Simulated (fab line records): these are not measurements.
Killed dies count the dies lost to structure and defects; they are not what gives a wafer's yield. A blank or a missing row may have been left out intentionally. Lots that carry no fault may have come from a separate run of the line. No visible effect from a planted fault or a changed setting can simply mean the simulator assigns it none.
A struck lot beside a sound one / flow n5-finfet / 23 out of 1938 route steps
Sound: the wafers L489.2, L489.5, L489.6. The struck wafers were L487.1, L487.3, L487.6. The cause is given at the end.
Per side, at each step with rows, come the tool, then ch with its chambers, and then its first start. Under that, the readings that differ: sound wafers / struck wafers / difference of the means / sigmas: that difference in standard deviations of wafers without a fault.
alike: readings with means less than 2 such deviations apart, plus words and numbers identical on both sides. not compared: withheld readings, readings lacking a value on some wafer, bounds such as >300 that could conceal the same value, and numbers that have no deviation in the record and whose values overlap.
Wherever a step has rows on one side only, a row that says differs or no value, or a row with sigmas, the two part there. Numbers that have no deviation but don't overlap get no sigmas and don't part them. Lack of a reading on every wafer of one side parts them only where that side has two or more wafers.

first, 8 steps without rows for these wafers: N5_BEOL_M8_ANNEAL_51 (time 90 s); N5_BEOL_M8_CMP_52 (polishes, stops on SiCOH lowk, t overpolish 6.9 s, target thk 80 nm); N5_BEOL_M8_PRE_CLEAN_55 (time 15 s); N5_BEOL_M8_DEP_56 (deposits SiCN from 3MS/NH3, target thk 10 nm, time 17.5 s); N5_BEOL_M9_ILD_DEP_00 (deposits SiCOH lowk from DEMS/porogen, target thk 308.51 nm, time 58 s); N5_BEOL_M9_CURE_71 (cures SiCOH lowk, time 240 s); N5_BEOL_M9_PECVD_70 (deposits SiO2 from TEOS/O2, target thk 20 nm, time 22.7 s); N5_BEOL_M9_HM_DEP_02 (deposits TiN, target thk 20 nm).
N5_BEOL_M9_COAT_59: time 60 s, resist thk 100 nm.
  sound on litho-track-01 ch 0, day 15 04:02; struck on litho-track-04 ch 0, day 14 14:32
reading=spin-speed-rpm (rpm); sound=1499.7 1499.6 1499.4; struck=1566.7 1566.1 1565.6; difference=+66.6; sigmas=+61
reading=model.SOC_of_BEOL_M9_COAT_59.thk-nm (nm); sound=100.2 99.8 99.8; struck=98.4 98.2 98.2; difference=-1.7; sigmas=
  alike: dispense-pressure-kPa
then, 9 steps without rows for these wafers: N5_BEOL_M9_COAT_60 (time 60 s, resist thk 30 nm); N5_BEOL_M9_COAT_05 (resist thk 90 nm); N5_BEOL_M9_EBR_07; N5_BEOL_M9_SOFTBAKE_06 (time 60 s); N5_BEOL_M9_EXPOSE_08 (exposes mask M9); N5_BEOL_M9_PEB_09 (peb time 60 s); N5_BEOL_M9_DEVELOP_10 (develop time 30 s); N5_BEOL_M9_DESCUM_16 (chemistry O2, time 7.9 s); N5_BEOL_M9_ETCH_61 (etches SiARC in CF4, target depth 39 nm, time 65 s).
N5_BEOL_M9_ETCH_62: etches SOC in N2/H2, target depth 110 nm, overetch 22 nm, time 165 s.
  sound on rie-diel-01 ch 1,2,3, day 15 05:35; struck on rie-diel-03 ch 0,2,3, day 14 15:09
reading=model.etch.depth-nm (nm); sound=100.2 99.75 99.82; struck=98.48 98.16 98.29; difference=-1.61; sigmas=
  alike: drypump-motor-current-A, oes-product-au, rf-fwd-power-W, rf-vpp-V, showerhead-plenum-p-Torr, throttle-valve-pct
  not compared: rf-hours-counter-h
then, 2 steps without rows for these wafers: N5_BEOL_M9_STRIP_68 (strips in N2/H2); N5_BEOL_M9_STRIP_67 (strips in CF4).
N5_BEOL_M9_HM_OPEN_17: chemistry Cl2/BCl3, target TiN, target depth 20 nm, overetch 6 nm.
  sound on rie-metal-03 ch 0,1, day 15 05:47; struck on rie-metal-01 ch 0, day 14 15:20
reading=drypump-motor-current-A (A); sound=6.1 6.1 6.0; struck=5.1 5.0 5.1; difference=-1.0; sigmas=-3
reading=model.SOC_of_BEOL_M9_COAT_59.thk-nm (nm); sound=92.4 92 91.8; struck=90.6 90.2 90.4; difference=-1.7; sigmas=
  alike: mfc-ar-sccm, mfc-cl2-sccm, oes-product-au, rf-fwd-power-W, throttle-valve-pct
  not compared: rf-hours-counter-h
then, 1 step without rows for these wafers: N5_BEOL_M9_STRIP_19 (strips in O2).

## WHERE THEY PART
Earliest at N5_BEOL_M9_COAT_59; latest, in this record, at N5_BEOL_M9_HM_OPEN_17.

WHY: whatever the simulator had introduced
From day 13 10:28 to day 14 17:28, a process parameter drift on litho-track-04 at N5_BEOL_M9_COAT_59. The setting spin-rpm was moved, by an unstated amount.
